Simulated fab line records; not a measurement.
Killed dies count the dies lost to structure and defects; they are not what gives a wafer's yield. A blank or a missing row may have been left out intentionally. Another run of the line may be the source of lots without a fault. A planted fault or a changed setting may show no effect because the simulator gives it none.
Chamber matching    flow n5-finfet    4 sister chambers for N5_BEOL_M10_ALD_74 on ald-metal-01
The step deposits TaN, target thk 2 nm, pulse time 2 s, purge time 3 s. 20 wafers are shown with their chamber, then 10 later ones without.

EACH WAFER AND ITS CHAMBER
wafer   chamber  heater-power-outer-w (W)  heater-power-w (W)
L077.3  2        186                       370
L077.4  0        223                       408
L077.5  1        202                       356
L075.1  0        224                       405
L075.4  3        251                       462
L075.5  1        206                       365
L082.1  0        229                       406
L082.4  1        200                       361
L082.6  0        230                       411
L086.2  2        188                       354
L086.3  1        204                       362
L086.4  0        235                       414
L089.1  0        208                       372
L089.3  1        193                       350
L089.4  3        231                       434
L091.3  1        190                       335
L091.4  0        205                       385
L091.5  1        190                       344
L090.1  2        173                       342
L090.2  3        237                       424

SIGNATURES, as means of the wafers listed above
reading               chamber 0  chamber 1  chamber 2  chamber 3  scatter within a chamber
heater-power-outer-w  222.00     197.86     182.33     239.67     9.31
heater-power-w        400.14     353.29     355.33     440.00     14.4
Rule: a wafer's distance from a chamber is the root of the sum, over the readings, of the square of ((its reading less the chamber's mean) divided by the reading's scatter). If the next closest chamber is less than 2 further off than the closest, the wafer can't be placed; otherwise it belongs to the closest. The scatter: take each reading less its chamber's mean, square it, sum over the shown wafers, divide by the number of wafers less the number of chambers, and take the root.

WAFERS WITH NO CHAMBER GIVEN
wafer   heater-power-outer-w (W)  heater-power-w (W)
L090.6  201                       377
L093.3  186                       342
L093.5  172                       343
L093.6  194                       340
L096.1  195                       332
L096.2  211                       376
L096.4  240                       429
L097.3  174                       339
L097.5  209                       382
L097.6  193                       353

WHICH CHAMBER EACH ONE RAN IN
wafer   from the rows above           in truth
L090.6  can't be placed: 1 or 2 or 0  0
L093.3  can't be placed: 2 or 1       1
L093.5  can't be placed: 2 or 1       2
L093.6  can't be placed: 1 or 2       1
L096.1  can't be placed: 1 or 2       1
L096.2  can't be placed: 0 or 1 or 2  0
L096.4  3                             3
L097.3  can't be placed: 2 or 1       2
L097.5  can't be placed: 0 or 1 or 2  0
L097.6  can't be placed: 1 or 2       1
1 of 10 placed correctly. These rows do not allow placing 9 (true chamber among the candidates in 9). 0 placed wrongly.
